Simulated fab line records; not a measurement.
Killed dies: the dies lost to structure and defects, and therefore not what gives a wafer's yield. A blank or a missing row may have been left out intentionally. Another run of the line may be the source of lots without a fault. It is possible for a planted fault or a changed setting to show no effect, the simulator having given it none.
Which tool was responsible? | flow nand_harc | 72 wafers from 24 lots sampled at 5 of the route's 1159 steps

WHAT THE GAUGES READ, wafer by wafer
NHARC_A_CONTACT_INSPECT_44. Usual: raw_defect_count at 29, with a standard deviation of 14.
lot  | measured     | on                | raw_defect_count | flag
L074 | day 16 02:29 | defect_inspect-02 | 12 22 16         |
L077 | day 16 15:27 | defect_inspect-02 | 8 8 6            |
L075 | day 16 15:43 | defect_inspect-01 | 12 9 21          |
L079 | day 16 19:31 | defect_inspect-02 | 7 11 4           |
L078 | day 16 19:52 | defect_inspect-02 | 37 30 30         |
L076 | day 16 22:45 | defect_inspect-01 | 35 30 45         |
L080 | day 17 22:16 | defect_inspect-01 | 17 10 15         |
L082 | day 18 08:07 | defect_inspect-02 | 41 36 46         |
L081 | day 18 11:33 | defect_inspect-02 | 35 32 32         |
L083 | day 18 14:29 | defect_inspect-01 | 36 35 33         |
L086 | day 18 20:47 | defect_inspect-01 | 12 5 9           |
L084 | day 18 21:37 | defect_inspect-02 | 40 34 33         |
L085 | day 19 05:11 | defect_inspect-02 | 51 54 50         |
L089 | day 20 02:35 | defect_inspect-01 | 39 24 42         |
L087 | day 20 04:38 | defect_inspect-02 | 39 34 37         |
L091 | day 20 08:49 | defect_inspect-02 | 29 39 33         |
L090 | day 20 10:57 | defect_inspect-01 | 42 28 29         |
L088 | day 20 14:49 | defect_inspect-01 | 30 34 32         |
L093 | day 20 18:31 | defect_inspect-01 | 12 11 12         |
L095 | day 20 19:50 | defect_inspect-02 | 45 73 61         |
L094 | day 21 01:35 | defect_inspect-02 | 32 39 24         |
L092 | day 21 16:20 | defect_inspect-02 | 33 25 27         |
L097 | day 21 22:19 | defect_inspect-01 | 18 16 15         |
L096 | day 21 23:10 | defect_inspect-01 | 37 36 42         |

NHARC_A_CONTACT_CD_MEAS_69: target cd 200 nm. Usual: cd_nm at 200.2 nm, with a standard deviation of 0.4.
lot  | measured     | on        | cd_nm (nm)        | flag
L074 | day 16 09:48 | cd_sem-02 | 200.2 200.0 199.2 |
L077 | day 16 22:55 | cd_sem-02 | 199.9 199.8 200.7 |
L075 | day 16 23:22 | cd_sem-02 | 200.3 200.2 200.5 |
L079 | day 17 02:35 | cd_sem-01 | 199.9 200.1 199.5 |
L078 | day 17 03:13 | cd_sem-03 | 200.6 200.4 200.1 |
L076 | day 17 05:32 | cd_sem-01 | 199.8 199.6 199.5 |
L080 | day 18 07:32 | cd_sem-01 | 199.6 199.9 199.9 |
L082 | day 18 16:22 | cd_sem-02 | 200.1 200.2 201.0 |
L081 | day 18 19:12 | cd_sem-01 | 200.4 199.7 200.4 |
L083 | day 18 23:07 | cd_sem-01 | 199.9 200.0 199.8 |
L086 | day 19 08:27 | cd_sem-03 | 200.0 200.7 200.5 |
L084 | day 19 09:27 | cd_sem-03 | 199.6 200.8 200.2 |
L085 | day 19 11:59 | cd_sem-02 | 200.5 200.4 199.8 |
L089 | day 20 12:37 | cd_sem-03 | 200.7 201.1 200.5 |
L087 | day 20 12:52 | cd_sem-01 | 199.7 199.9 199.6 |
L091 | day 20 16:11 | cd_sem-03 | 200.5 200.5 200.7 |
L090 | day 20 17:53 | cd_sem-02 | 200.7 199.7 199.9 |
L088 | day 20 23:14 | cd_sem-02 | 199.8 199.9 199.9 |
L093 | day 21 04:20 | cd_sem-01 | 200.4 201.0 200.2 |
L095 | day 21 06:31 | cd_sem-01 | 200.1 199.9 199.9 |
L094 | day 21 12:08 | cd_sem-03 | 200.2 199.6 200.4 |
L092 | day 21 23:55 | cd_sem-02 | 200.0 200.9 200.4 |
L097 | day 22 05:06 | cd_sem-02 | 200.3 201.0 200.6 |
L096 | day 22 07:05 | cd_sem-01 | 200.6 200.4 200.6 |

EACH LOT AND THE TOOL THAT RAN IT (in order: tool; ch and the chambers of the sampled wafers; start)
lot  | NHARC_A_CONTACT_ETCH_114             | NHARC_A_CONTACT_ETCH_115             | NHARC_A_CONTACT_ETCH_90
L074 | har_cap_etch-01 ch 0,1, day 16 04:32 | har_cap_etch-01 ch 0,1, day 16 04:37 | rie_diel-05 ch 0,1, day 16 05:57
L077 | har_cap_etch-03 ch 0,1, day 16 17:12 | har_cap_etch-03 ch 0,1, day 16 17:17 | rie_diel-06 ch 1,2,3, day 16 18:38
L075 | har_cap_etch-01 ch 0,1, day 16 17:26 | har_cap_etch-01 ch 0,1, day 16 17:32 | rie_diel-06 ch 0,2,3, day 16 18:52
L079 | har_cap_etch-03 ch 0,1, day 16 21:17 | har_cap_etch-03 ch 0,1, day 16 21:23 | rie_diel-06 ch 0,1,3, day 16 22:43
L078 | har_cap_etch-01 ch 0,1, day 16 21:44 | har_cap_etch-01 ch 0,1, day 16 21:50 | rie_diel-06 ch 1,2, day 16 23:11
L076 | har_cap_etch-03 ch 0,1, day 17 00:31 | har_cap_etch-03 ch 0,1, day 17 00:37 | rie_diel-05 ch 1,2,3, day 17 01:57
L080 | har_cap_etch-02 ch 0,1, day 17 23:58 | har_cap_etch-02 ch 0,1, day 18 00:04 | rie_diel-06 ch 2,3, day 18 01:24
L082 | har_cap_etch-01 ch 0,1, day 18 10:07 | har_cap_etch-01 ch 0,1, day 18 10:13 | rie_diel-13 ch 2,3, day 18 11:32
L081 | har_cap_etch-02 ch 0,1, day 18 13:20 | har_cap_etch-02 ch 0,1, day 18 13:25 | rie_diel-13 ch 2,3, day 18 14:43
L083 | har_cap_etch-03 ch 0,1, day 18 16:13 | har_cap_etch-03 ch 0,1, day 18 16:19 | rie_diel-05 ch 0,1, day 18 17:39
L086 | har_cap_etch-03 ch 0,1, day 18 22:30 | har_cap_etch-03 ch 0,1, day 18 22:35 | rie_diel-06 ch 2,3, day 18 23:55
L084 | har_cap_etch-02 ch 0,1, day 18 23:20 | har_cap_etch-02 ch 0,1, day 18 23:25 | rie_diel-06 ch 1,3, day 19 00:49
L085 | har_cap_etch-01 ch 1, day 19 06:59   | har_cap_etch-01 ch 1, day 19 07:04   | rie_diel-06 ch 0,2,3, day 19 08:23
L089 | har_cap_etch-01 ch 0,1, day 20 04:19 | har_cap_etch-01 ch 0,1, day 20 04:24 | rie_diel-05 ch 1,3, day 20 05:46
L087 | har_cap_etch-02 ch 1, day 20 06:21   | har_cap_etch-02 ch 1, day 20 06:26   | rie_diel-06 ch 0,1,2, day 20 07:46
L091 | har_cap_etch-03 ch 0,1, day 20 10:32 | har_cap_etch-03 ch 0,1, day 20 10:37 | rie_diel-13 ch 1,2,3, day 20 11:58
L090 | har_cap_etch-01 ch 0,1, day 20 12:40 | har_cap_etch-01 ch 0,1, day 20 12:46 | rie_diel-13 ch 1,2,3, day 20 14:07
L088 | har_cap_etch-01 ch 0,1, day 20 16:32 | har_cap_etch-01 ch 0,1, day 20 16:38 | rie_diel-06 ch 1,2, day 20 17:56
L093 | har_cap_etch-01 ch 0,1, day 20 20:14 | har_cap_etch-01 ch 0,1, day 20 20:20 | rie_diel-13 ch 1,2,3, day 20 21:40
L095 | har_cap_etch-02 ch 0,1, day 20 21:41 | har_cap_etch-02 ch 0,1, day 20 21:47 | rie_diel-13 ch 0,3, day 20 23:07
L094 | har_cap_etch-03 ch 0,1, day 21 03:32 | har_cap_etch-03 ch 0,1, day 21 03:37 | rie_diel-06 ch 1,3, day 21 04:57
L092 | har_cap_etch-01 ch 0,1, day 21 18:02 | har_cap_etch-01 ch 0,1, day 21 18:08 | rie_diel-13 ch 1,2,3, day 21 19:29
L097 | har_cap_etch-02 ch 0,1, day 22 00:04 | har_cap_etch-02 ch 0,1, day 22 00:09 | rie_diel-06 ch 1,2,3, day 22 01:29
L096 | har_cap_etch-01 ch 0,1, day 22 00:55 | har_cap_etch-01 ch 0,1, day 22 01:01 | rie_diel-06 ch 0,1,3, day 22 02:19
- NHARC_A_CONTACT_ETCH_114: etches the open film in C4F8/O2/Ar, time 94 s, target depth 922 nm.
- NHARC_A_CONTACT_ETCH_115: etches the open film in C4F8/O2/Ar, time 94 s, target depth 922 nm.
- NHARC_A_CONTACT_ETCH_90: etches the open film in CH3F/O2, target depth 40 nm, time 85.7 s.

AS READ BY THE TOOLS THEMSELVES (means over the sampled wafers that have a number; for cases with no such wafer, the mark the record gives instead)
NHARC_A_CONTACT_ETCH_90. Usual: drypump_motor_current_A 5.8 A, standard deviation 0.53; oes_product_au 0.96 a.u., standard deviation 0.037; rf_vpp_V 244.7 V, standard deviation 1.7; showerhead_plenum_p_Torr 2.48 Torr, standard deviation 0.11; throttle_valve_pct 20.662 %, standard deviation 0.0085.
lot  | tool        | drypump_motor_current_A (A) | oes_product_au (a.u.) | rf_vpp_V (V) | showerhead_plenum_p_Torr (Torr) | throttle_valve_pct (%) | flag
L074 | rie_diel-05 | 6.0                         | 1.00                  | 245.9        | 2.59                            | 20.675                 |
L077 | rie_diel-06 | 5.7                         | 0.92                  | 245.3        | 2.48                            | 20.662                 |
L075 | rie_diel-06 | 5.7                         | 0.99                  | 244.8        | 2.52                            | 20.663                 |
L079 | rie_diel-06 | 5.8                         | 0.99                  | 244.3        | 2.43                            | 20.666                 |
L078 | rie_diel-06 | 5.1                         | 0.99                  | 244.6        | 2.48                            | 20.669                 |
L076 | rie_diel-05 | 5.9                         | 0.92                  | 245.5        | 2.50                            | 20.658                 |
L080 | rie_diel-06 | 6.1                         | 0.92                  | 246.2        | 2.57                            | 20.670                 |
L082 | rie_diel-13 | 6.0                         | 0.93                  | 245.4        | 2.48                            | 20.666                 |
L081 | rie_diel-13 | 6.0                         | 0.93                  | 244.3        | 2.48                            | 20.658                 |
L083 | rie_diel-05 | 6.0                         | 0.92                  | 245.6        | 2.58                            | 20.659                 |
L086 | rie_diel-06 | 5.5                         | 0.93                  | 245.7        | 2.57                            | 20.656                 |
L084 | rie_diel-06 | 6.3                         | 1.01                  | 244.9        | 2.48                            | 20.668                 |
L085 | rie_diel-06 | 5.7                         | 1.00                  | 246.2        | 2.52                            | 20.657                 |
L089 | rie_diel-05 | 6.0                         | 0.92                  | 245.3        | 2.53                            | 20.658                 |
L087 | rie_diel-06 | 5.3                         | 0.93                  | 243.8        | 2.43                            | 20.656                 |
L091 | rie_diel-13 | 6.1                         | 1.00                  | 244.9        | 2.45                            | 20.659                 |
L090 | rie_diel-13 | 6.1                         | 1.00                  | 244.3        | 2.45                            | 20.662                 |
L088 | rie_diel-06 | 5.3                         | 1.00                  | 242.5        | 2.38                            | 20.661                 |
L093 | rie_diel-13 | 6.1                         | 0.92                  | 244.4        | 2.45                            | 20.664                 |
L095 | rie_diel-13 | 6.1                         | 0.92                  | 245.4        | 2.59                            | 20.664                 |
L094 | rie_diel-06 | 5.8                         | 0.94                  | 243.1        | 2.37                            | 20.662                 |
L092 | rie_diel-13 | 6.1                         | 1.00                  | 244.4        | 2.45                            | 20.657                 |
L097 | rie_diel-06 | 5.7                         | 0.93                  | 245.3        | 2.47                            | 20.659                 |
L096 | rie_diel-06 | 5.8                         | 1.01                  | 244.4        | 2.42                            | 20.669                 |

THE ANSWER, worked out from the rows above alone
Rule: a lot counts as off when the mean over its wafers that have a number is more than 3 standard deviations away from the usual mean. Also off: a lot with no number at a reading for which 4 or more lots have one. The other lots that the step has rows for count as sound. The gauges are gone through in route order, then the tools' own readings, and for those a lot's mean is taken as printed above. The first step at which some lot is off is used, and at that step the reading that is off furthest; a lot without a number counts as furthest.
Across all readings shown, no lot is off: no conclusion can be drawn from this.

WHAT WAS PUT IN BY THE SIMULATOR
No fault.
